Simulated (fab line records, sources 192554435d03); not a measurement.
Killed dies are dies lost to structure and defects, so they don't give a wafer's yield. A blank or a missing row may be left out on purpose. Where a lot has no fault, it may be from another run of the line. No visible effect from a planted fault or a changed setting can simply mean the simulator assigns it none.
Which tool was responsible?	flow n5-finfet	Sampling: 24 lots, 72 wafers, 2 of 1938 route steps

== WHAT EACH GAUGE READ, for each wafer ==
N5_BEOL_M14_CD_MEAS_28 targets a cd of 284.4 nm.
lot	measured	on	cd-nm (nm)
L074	day 11 08:05	cd-sem-01	285.4 282.3 286.2
L076	day 11 11:10	cd-sem-01	287.9 283.4 283.5
L075	day 11 11:37	cd-sem-03	288.6 286.7 282.7
L077	day 11 18:24	cd-sem-01	282.4 282.7 279.8
L078	day 12 01:06	cd-sem-03	284.4 286.5 283.1
L079	day 12 01:16	cd-sem-01	284.4 285.1 286.4
L080	day 12 15:41	cd-sem-03	282.2 284.7 284.2
L081	day 12 16:13	cd-sem-02	284.8 281.0 279.5
L083	day 12 23:18	cd-sem-03	285.5 284.9 286.5
L084	day 13 06:36	cd-sem-02	284.9 284.8 282.6
L082	day 13 10:05	cd-sem-01	283.3 284.0 283.6
L085	day 13 16:14	cd-sem-03	280.2 282.7 285.1
L087	day 14 04:56	cd-sem-01	283.7 283.5 283.5
L086	day 14 05:15	cd-sem-01	284.2 286.2 287.4
L088	day 15 05:22	cd-sem-03	286.1 287.9 286.6
L089	day 15 05:39	cd-sem-03	284.0 280.8 281.0
L090	day 15 05:43	cd-sem-03	286.3 282.5 284.5
L091	day 15 18:49	cd-sem-03	285.5 289.0 286.1
L093	day 15 22:07	cd-sem-01	286.9 288.1 285.3
L094	day 15 22:43	cd-sem-03	283.5 284.8 286.2
L092	day 16 04:51	cd-sem-02	285.4 283.3 286.2
L095	day 16 10:19	cd-sem-03	287.8 284.0 286.5
L096	day 17 00:56	cd-sem-02	284.2 283.1 282.7
L097	day 17 13:26	cd-sem-01	281.8 279.8 283.9

== TOOL THAT RAN EACH LOT (tool first, then ch and the chambers of the sampled wafers, then the start) ==
lot	N5_BEOL_M13_DEP_53
L074	pecvd-03 ch 0,1,2, day 11 06:25
L076	pecvd-02 ch 0,1,2, day 11 09:34
L075	pecvd-01 ch 1,2, day 11 09:53
L077	pecvd-03 ch 1,2, day 11 16:47
L078	pecvd-03 ch 0,2, day 11 23:19
L079	pecvd-02 ch 0,1,2, day 11 23:23
L080	pecvd-03 ch 0,2, day 12 13:59
L081	pecvd-03 ch 0,2, day 12 14:32
L083	pecvd-01 ch 0,1,2, day 12 21:40
L084	pecvd-02 ch 0,1,2, day 13 05:08
L082	pecvd-01 ch 0,1,2, day 13 08:37
L085	pecvd-03 ch 0,2, day 13 14:38
L087	pecvd-03 ch 0,2, day 14 03:19
L086	pecvd-02 ch 0,1, day 14 03:34
L088	pecvd-01 ch 0,2, day 15 03:19
L089	pecvd-03 ch 0,2, day 15 03:37
L090	pecvd-02 ch 0,2, day 15 03:45
L091	pecvd-01 ch 0, day 15 16:59
L093	pecvd-03 ch 0,2, day 15 20:28
L094	pecvd-03 ch 0,2, day 15 20:44
L092	pecvd-02 ch 0,2, day 16 03:13
L095	pecvd-03 ch 0,2, day 16 08:37
L096	pecvd-03 ch 0,2, day 16 23:14
L097	pecvd-03 ch 0,2, day 17 11:41
- N5_BEOL_M13_DEP_53: deposits SiCN from 3MS/NH3, target thk 50 nm, time 17.8 s.

== AS READ BY THE TOOLS THEMSELVES (means over the sampled wafers that have a number; for cases with no such wafer, the mark the record gives instead) ==
N5_BEOL_M13_DEP_53.
lot	tool	showerhead-plenum-p-Torr (Torr)	throttle-valve-pct (%)
L074	pecvd-03	4.154	18.0
L076	pecvd-02	4.176	18.3
L075	pecvd-01	4.166	17.8
L077	pecvd-03	4.154	17.1
L078	pecvd-03	4.139	16.7
L079	pecvd-02	4.170	18.3
L080	pecvd-03	4.135	16.7
L081	pecvd-03	4.142	16.6
L083	pecvd-01	4.161	17.7
L084	pecvd-02	4.171	18.6
L082	pecvd-01	4.162	17.7
L085	pecvd-03	4.141	16.7
L087	pecvd-03	4.141	17.3
L086	pecvd-02	4.160	19.1
L088	pecvd-01	4.163	17.7
L089	pecvd-03	4.134	17.3
L090	pecvd-02	4.178	18.4
L091	pecvd-01	4.164	17.6
L093	pecvd-03	4.137	16.9
L094	pecvd-03	4.143	16.9
L092	pecvd-02	4.175	18.3
L095	pecvd-03	4.141	17.4
L096	pecvd-03	4.142	16.8
L097	pecvd-03	4.135	16.9

== THE ANSWER, worked out from the rows above alone ==
Rule: usual is defined by the lots themselves. The widest of any qualifying gaps counts: lots, ordered by their means at a reading, are off when they make up no more than a third of the lots, leave a main group of 4 or more, and stand apart from it by 3 or more times the standard deviation of that group's means. Not used: any main group whose means are identical at the precision the tables above print for the reading. Also off: a lot with no number at a reading for which 4 or more lots have one. The other lots that the step has rows for count as sound. The gauges are gone through in route order, then the tools' own readings, and for those a lot's mean is taken as printed above. The first step at which some lot is off is used, and at that step the reading that is off furthest; a lot without a number counts as furthest.
No lot is off on any of the readings shown, so nothing can be concluded from this.

== WHAT THE SIMULATOR PUT IN ==
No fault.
